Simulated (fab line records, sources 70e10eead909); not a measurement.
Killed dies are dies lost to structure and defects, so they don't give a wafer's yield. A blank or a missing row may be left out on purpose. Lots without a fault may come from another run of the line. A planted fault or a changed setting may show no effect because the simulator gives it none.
Chamber matching | flow nand_harc | NHARC_P_M1_DESCUM_14 on rie_diel-12: 4 sister chambers
The step chemistry O2, time 3 s. 8 wafers are shown with their chamber, then 8 later ones without.

WAFERS WITH THEIR CHAMBER
wafer  | chamber | drypump_motor_current_A (A) | rf_vpp_V (V)
L076.6 | 2       | 5.2                         | 57.1
L082.5 | 2       | 5.2                         | 57.1
L089.4 | 1       | 4.9                         | 58.0
L089.5 | 0       | 6.3                         | 58.4
L092.1 | 3       | 5.4                         | 56.9
L092.3 | 1       | 5.0                         | 57.9
L092.5 | 0       | 6.3                         | 58.5
L095.2 | 3       | 5.4                         | 56.8

WAFERS WITHOUT THEIR CHAMBER
wafer  | drypump_motor_current_A (A) | rf_vpp_V (V)
L095.4 | 5.0                         | 58.6
L095.6 | 4.9                         | 55.2
L094.1 | 6.3                         | 56.6
L094.2 | 5.4                         | 58.1
L094.5 | 6.3                         | 56.7
L096.1 | 5.4                         | 58.2
L096.2 | 6.3                         | 58.2
L096.3 | 5.2                         | 57.4

WHICH CHAMBER EACH WENT THROUGH
wafer  | from the rows above     | in truth
L095.4 | 1                       | 1
L095.6 | can't be placed: 3 or 2 | 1
L094.1 | 3                       | 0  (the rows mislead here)
L094.2 | 1                       | 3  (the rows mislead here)
L094.5 | 3                       | 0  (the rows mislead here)
L096.1 | 1                       | 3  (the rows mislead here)
L096.2 | 0                       | 0
L096.3 | 2                       | 2
Placed correctly: 3 of 8. Can't be placed from these rows: 1 (the true chamber is among the candidates in 0). Placed wrongly: 4.
How it was worked out, from the rows above alone: a wafer's distance from a chamber is the root of the sum, over the readings, of the square of ((its reading less the chamber's mean) divided by the reading's scatter). The wafer belongs to the nearest chamber; if the next one is less than 2 further off, it can't be placed. A chamber's mean is the mean of its shown wafers. The scatter: the root of (the sum of the squares of (reading less its chamber's mean) over the shown wafers, divided by (wafers less chambers)).
